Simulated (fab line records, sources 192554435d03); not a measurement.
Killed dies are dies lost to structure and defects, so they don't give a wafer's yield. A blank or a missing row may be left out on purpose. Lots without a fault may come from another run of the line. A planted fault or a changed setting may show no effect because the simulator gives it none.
Split-lot experiment | flow n5_finfet | 7 lots, 21 wafers read, on a route of 1938 steps

THE SPLIT
At N5_BEOL_M11_COAT_05 (resist thk 90 nm), the setting spin_rpm was moved away from the recipe's 1500 rpm on 7 of the 21 wafers read, by -11.1% to +8.6%. The other wafers ran this setting at the recipe's value.

FROM THE SPLIT TO THE READING: what the file shows between them, 6 steps
- N5_BEOL_M11_EBR_07
- N5_BEOL_M11_SOFTBAKE_06: time 60 s
- N5_BEOL_M11_EXPOSE_08: exposes mask M11
- N5_BEOL_M11_PEB_09: peb time 60 s
- N5_BEOL_M11_DEVELOP_10: develop time 30 s
- N5_BEOL_M11_DESCUM_16: chemistry O2, time 7.9 s

THE READING
CAR-ArF_of_BEOL_M11_COAT_05.thk_nm (the simulator's own value, which no gauge read), in nm, at N5_BEOL_M11_ETCH_61 (etches SiARC in CF4, target depth 39 nm, time 65 s). The file gives no usual value for it. The 14 wafers here that ran the recipe average 55.3 nm, standard deviation 0.27 nm.

wafer  | tool, chamber at the split | spin_rpm as run, rpm | against the recipe | CAR-ArF_of_BEOL_M11_COAT_05.thk_nm, nm | against lot-mates on the recipe
L075.1 | litho_track-04, 0          | 1500                 | recipe             | 55                                     | -
L075.4 | litho_track-04, 0          | 1500                 | recipe             | 55                                     | -
L075.5 | litho_track-04, 0          | 1500                 | recipe             | 54.8                                   | -
L080.3 | litho_track-02, 0          | 1500                 | recipe             | 55.4                                   | -
L080.6 | litho_track-02, 0          | 1500                 | recipe             | 55.4                                   | -
L080.4 | litho_track-02, 0          | 1500                 | recipe             | 55.8                                   | -
L085.4 | litho_track-02, 0          | 1629                 | +8.6%              | 51.8                                   | -3.4
L085.5 | litho_track-02, 0          | 1629                 | +8.6%              | 51.6                                   | -3.6
L085.6 | litho_track-02, 0          | 1500                 | recipe             | 55.2                                   | -
L083.3 | litho_track-02, 0          | 1500                 | recipe             | 55.4                                   | -
L083.6 | litho_track-02, 0          | 1500                 | recipe             | 55.4                                   | -
L083.5 | litho_track-02, 0          | 1448                 | -3.5%              | 57                                     | +1.6
L084.1 | litho_track-04, 0          | 1500                 | recipe             | 55.2                                   | -
L084.2 | litho_track-04, 0          | 1500                 | recipe             | 55.2                                   | -
L084.5 | litho_track-04, 0          | 1500                 | recipe             | 55.4                                   | -
L090.2 | litho_track-02, 0          | 1611                 | +7.4%              | 52.4                                   | -2.8
L090.3 | litho_track-02, 0          | 1611                 | +7.4%              | 52                                     | -3.2
L090.6 | litho_track-02, 0          | 1500                 | recipe             | 55.2                                   | -
L092.1 | litho_track-02, 0          | 1333                 | -11.1%             | 61.6                                   | +5.8
L092.2 | litho_track-02, 0          | 1333                 | -11.1%             | 61.4                                   | +5.6
L092.4 | litho_track-02, 0          | 1500                 | recipe             | 55.8                                   | -

THE FIT
A straight line over all 21 wafers: CAR-ArF_of_BEOL_M11_COAT_05.thk_nm changes by -0.489 nm for each +1% of spin_rpm; r = -0.99; the points scatter about the line by 0.39 nm.
The same after taking each lot's own level away (the mean of its wafers on the recipe; 21 wafers): -0.46 nm for each +1%; r = -0.99; scatter 0.26 nm.
On that fit, the largest move of spin_rpm shifts the reading by 5.1 nm.
The lots' own levels span 54.93 to 55.80 nm, that is 3.2 times the standard deviation above.
So the lot-to-lot level changes the slope little: the two slopes agree.
Check: with one of the wafers moved furthest among these (-11.1%) left out of the fit, the line predicts +5.02 nm for it against its lot-mates. It came out at +5.8 nm against them.

OTHER SPLITS ON THESE WAFERS
These wafers also went through other splits before the reading. Each is held against what the fit with the lots' levels taken away leaves over:
other split on the same wafers | wafers away from the commonest value | r with CAR-ArF_of_BEOL_M11_COAT_05.thk_nm (lot level and that fit taken away)
N5_BEOL_M8_DESCUM_33 time_s    | 6                                    | -0.30
N5_BEOL_M9_DESCUM_16 time_s    | 7                                    | +0.07
N5_BEOL_M9_COAT_63 spin_rpm    | 7                                    | +0.46
N5_BEOL_M10_VIA_ETCH_34 bias_w | 6                                    | -0.13
N5_BEOL_M10_ETCH_41 source_w   | 8                                    | -0.28

THE WHOLE CHAIN: every reading that the file lists as answering this split, in the file's order
step                   | what it does                                       | reading                                                                             | change (the file's fit)               | r (the file's)
N5_BEOL_M11_COAT_05    | resist thk 90 nm                                   | CAR-ArF_of_BEOL_M11_COAT_05.thk_nm (the simulator's own value, which no gauge read) | -0.444 nm for each +1% of the setting | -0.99
N5_BEOL_M11_DEVELOP_10 | develop time 30 s                                  | CAR-ArF_of_BEOL_M11_COAT_05.thk_nm (the simulator's own value, which no gauge read) | -0.445 nm for each +1% of the setting | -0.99
N5_BEOL_M11_ETCH_61    | etches SiARC in CF4, target depth 39 nm, time 65 s | CAR-ArF_of_BEOL_M11_COAT_05.thk_nm (the simulator's own value, which no gauge read) | -0.458 nm for each +1% of the setting | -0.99

THE FILE'S OWN FIT
CAR-ArF_of_BEOL_M11_COAT_05.thk_nm changes by -0.458 nm for each +1% of spin_rpm, r = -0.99.
